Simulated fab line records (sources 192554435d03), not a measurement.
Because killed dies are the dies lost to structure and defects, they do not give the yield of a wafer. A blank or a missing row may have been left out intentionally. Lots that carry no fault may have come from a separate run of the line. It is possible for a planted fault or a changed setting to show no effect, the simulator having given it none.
A struck lot beside a sound one | flow n5 finfet | 44 out of 1938 route steps
Sound: the wafers L608.2, L608.3, L608.5. Struck: wafers L629.4, L629.5 (left out: L629.2, a lot-mate that was not struck); the cause follows at the end.
For every step that has rows: the tool of each side, followed by ch and its chambers, followed by its first start. Under that, the readings that differ: sound wafers | struck wafers | difference of the means | sigmas: that difference in standard deviations of wafers without a fault.
alike: words and numbers the same on both sides, and readings whose means are apart by under 2 such deviations; not compared: readings that were withheld, readings missing a value for some wafer, numbers with overlapping values and no deviation given by the record, and bounds like >300 which may hide the same value.
A row with sigmas, a row that says differs or no value, or rows on one side alone: a step with any of these is where the two part. Numbers that have no deviation but don't overlap get no sigmas and don't part them. A reading missing from all wafers of one side parts the sides only when that side holds two or more wafers.

N5_BEOL_M2_ANNEAL_95: time 240 s.
  sound on pvd sputter-02 at day 7 09:41; struck on pvd sputter-03 at day 13 07:09
  alike: heater power w
then, 4 steps without rows for these wafers: N5_BEOL_M2_SPUTTER_96 (material Cu, target thk 4.5 nm, time 8.29 s); N5_BEOL_M2_ECD_50 (material Cu, target thk 300 nm); N5_BEOL_M2_ANNEAL_51 (time 90 s); N5_BEOL_M2_CMP_52 (polishes, stops on SiOC, t overpolish 6.8 s, target thk 40 nm).
N5_BEOL_M2_THK_MEAS_53: measures by xrf.
  sound on film metro-02 at day 7 10:37; struck on film metro-02 at day 13 08:40
  reading     | sound          | struck    | difference | sigmas
  M2_THK (nm) | 40.9 39.7 39.0 | 43.0 42.6 | +2.9       | +2
then, 4 steps without rows for these wafers: N5_BEOL_M2_PRE_CLEAN_60 (time 15 s); N5_BEOL_M2_CO_CAP_55 (material Co, precursor CCTBA/H2, target thk 2 nm, time 102.1 s); N5_BEOL_M2_PRE_CLEAN_56 (time 15 s); N5_BEOL_M2_DEP_57 (deposits SiCN from 3MS/NH3, target thk 8 nm, time 14 s).
N5_BEOL_M2_RS_MEAS_58: the measuring method here is four-point-probe.
  sound on film metro-02 at day 7 10:56; struck on film metro-01 at day 13 09:03
  reading        | sound             | struck      | difference | sigmas
  M2_RS (ohm/sq) | 0.647 0.673 0.686 | 0.610 0.617 | -0.055     | -2
N5_BEOL_M2_INSPECT_59: inspects for defects (darkfield).
  sound on defect inspect-01 at day 7 10:58; struck on defect inspect-02 at day 13 09:05
  alike: raw defect count
N5_BEOL_M3_ILD_DEP_00: deposits SiOC from DEMS/O2, target thk 79 nm, time 15.3 s.
  sound on pecvd-01 ch 0,1,2, day 7 11:00; struck on pecvd-02 ch 0,1, day 13 09:07
  reading                                      | sound             | struck    | difference                    | sigmas
  rf fwd power W (W)                           | 494.4 494.9 497.8 | - -       | no value on the struck wafers |
  model.SiOC_of_BEOL_M3_ILD_DEP_00.thk nm (nm) | 79.6 78.2 80.6    | 49.8 50.8 | -29.2                         |
  alike: chamber pressure Torr, heater power w, showerhead plenum p Torr, throttle valve pct
N5_BEOL_M3_THK_MEAS_01:
  sound on film metro-02 at day 7 11:04; struck on film metro-01 at day 13 09:11
  reading         | sound          | struck    | difference | sigmas
  M3_ILD_THK (nm) | 79.7 78.2 80.5 | 49.7 50.8 | -29.2      | -27
N5_BEOL_M3_PECVD_72: deposits SiO2 from TEOS/O2, target thk 16 nm, time 18 s.
  sound on pecvd-01 ch 0,1,2, day 7 11:07; struck on pecvd-03 ch 2, day 13 09:13
  alike: chamber pressure Torr, heater power w, rf fwd power W, showerhead plenum p Torr, throttle valve pct
then, 10 steps without rows for these wafers: N5_BEOL_M3_HM_DEP_02 (deposits TiN, target thk 20 nm); N5_BEOL_M3_COAT_61 (time 60 s, resist thk 60 nm); N5_BEOL_M3_COAT_62 (time 60 s, resist thk 12 nm); N5_BEOL_M3_COAT_73 (time 60 s, resist thk 5 nm); N5_BEOL_M3_COAT_05 (resist thk 30 nm); N5_BEOL_M3_EBR_07; N5_BEOL_M3_SOFTBAKE_06 (time 60 s); N5_BEOL_M3_EXPOSE_08 (exposes mask M3); N5_BEOL_M3_PEB_09 (peb time 60 s); N5_BEOL_M3_DEVELOP_10 (develop time 30 s).
N5_BEOL_M3_CD_MEAS_11 targets a cd of 17.05 nm.
  sound on cd sem-01 ch 0, day 7 11:41; struck on cd sem-02 ch 0, day 13 11:13
  alike: cd nm
N5_BEOL_M3_OVL_MEAS_12:
  sound on overlay-02 ch 0, day 7 11:43; struck on overlay-01 ch 0, day 13 11:14
  reading     | sound        | struck    | difference | sigmas
  M3_OVL (nm) | 0.8 0.9 -0.6 | -0.6 -1.7 | -1.5       | -2
N5_BEOL_M3_INSPECT_13: inspects for defects (brightfield).
  sound on defect inspect-01 at day 7 11:46; struck on defect inspect-01 at day 13 11:18
  alike: raw defect count
then, 3 steps without rows for these wafers: N5_BEOL_M3_DESCUM_16 (chemistry O2, time 7 s); N5_BEOL_M3_ETCH_74 (etches underlayer in N2/H2, target depth 6.5 nm, time 5.2 s); N5_BEOL_M3_ETCH_63 (etches SiARC in CF4, target depth 15.6 nm, time 26 s).
N5_BEOL_M3_ETCH_64: etches SOC in N2/H2, target depth 75 nm, overetch 15 nm, time 112.5 s.
  sound on rie diel-05 ch 0,3, day 7 11:53; struck on rie diel-02 ch 1,2, day 13 11:25
  reading            | sound             | struck      | difference | sigmas
  rf fwd power W (W) | 834.9 833.6 835.0 | 841.9 843.1 | +8.0       | +3
  alike: drypump motor current A, oes product au, rf vpp V, showerhead plenum p Torr, throttle valve pct
  not compared: rf hours counter h
then, 2 steps without rows for these wafers: N5_BEOL_M3_STRIP_65 (strips in N2/H2); N5_BEOL_M3_STRIP_75 (strips in N2/H2).
N5_BEOL_M3_STRIP_66: strips in CF4.
  sound on rie diel-05 ch 0,1,3, day 7 12:01; struck on rie diel-02 ch 1,2, day 13 11:32
  alike: drypump motor current A, oes product au, rf fwd power W, rf vpp V, showerhead plenum p Torr, throttle valve pct
  not compared: rf hours counter h
N5_BEOL_M3_HM_OPEN_17: chemistry Cl2/BCl3, target TiN, target depth 20 nm, overetch 6 nm.
  sound on rie metal-01 ch 1, day 7 12:03; struck on rie metal-02 ch 0,1, day 13 11:35
  alike: drypump motor current A, he backside leak sccm, mfc ar sccm, mfc cl2 sccm, oes product au, rf fwd power W, throttle valve pct
  not compared: rf hours counter h
then, 1 step without rows for these wafers: N5_BEOL_M3_STRIP_19 (strips in O2).
N5_BEOL_M3_CD_MEAS_18: pitch 36 nm, target cd 18 nm.
  sound on cd sem-01 at day 7 12:15; struck on cd sem-01 at day 13 11:46
  alike: cd nm
then, 4 steps without rows for these wafers: N5_BEOL_M3_COAT_67 (time 60 s, resist thk 60 nm); N5_BEOL_M3_COAT_68 (time 60 s, resist thk 12 nm); N5_BEOL_M3_COAT_76 (time 60 s, resist thk 5 nm); N5_BEOL_M3_COAT_22 (resist thk 30 nm).
N5_BEOL_M3_CMP_52: polishes, stops on SiOC, t overpolish 6.8 s, target thk 40 nm.
  sound on cmp-02 ch 0,2, day 8 12:07; struck on cmp-01 ch 0,2, day 14 14:26
  reading                                      | sound          | struck    | difference | sigmas
  model.Cu_of_BEOL_M3_ECD_50.thk nm (nm)       | 40.2 38 42.2   | 12 13.4   | -27        |
  model.SiOC_of_BEOL_M3_ILD_DEP_00.thk nm (nm) | 76.6 75.2 77.6 | 46.8 47.8 | -29.2      |
  alike: motor current A, slurry filter dp kPa
  not compared: pad life wafers
N5_BEOL_M4_RC_MEAS_101:
  the record has rows for the sound wafers here (prober-02 ch 0, day 9 01:25) and none for the struck ones

## WHERE THEY PART
At N5_BEOL_M2_THK_MEAS_53 first; at N5_BEOL_M4_RC_MEAS_101 last (within this record only).

WHY: what had been put in by the simulator
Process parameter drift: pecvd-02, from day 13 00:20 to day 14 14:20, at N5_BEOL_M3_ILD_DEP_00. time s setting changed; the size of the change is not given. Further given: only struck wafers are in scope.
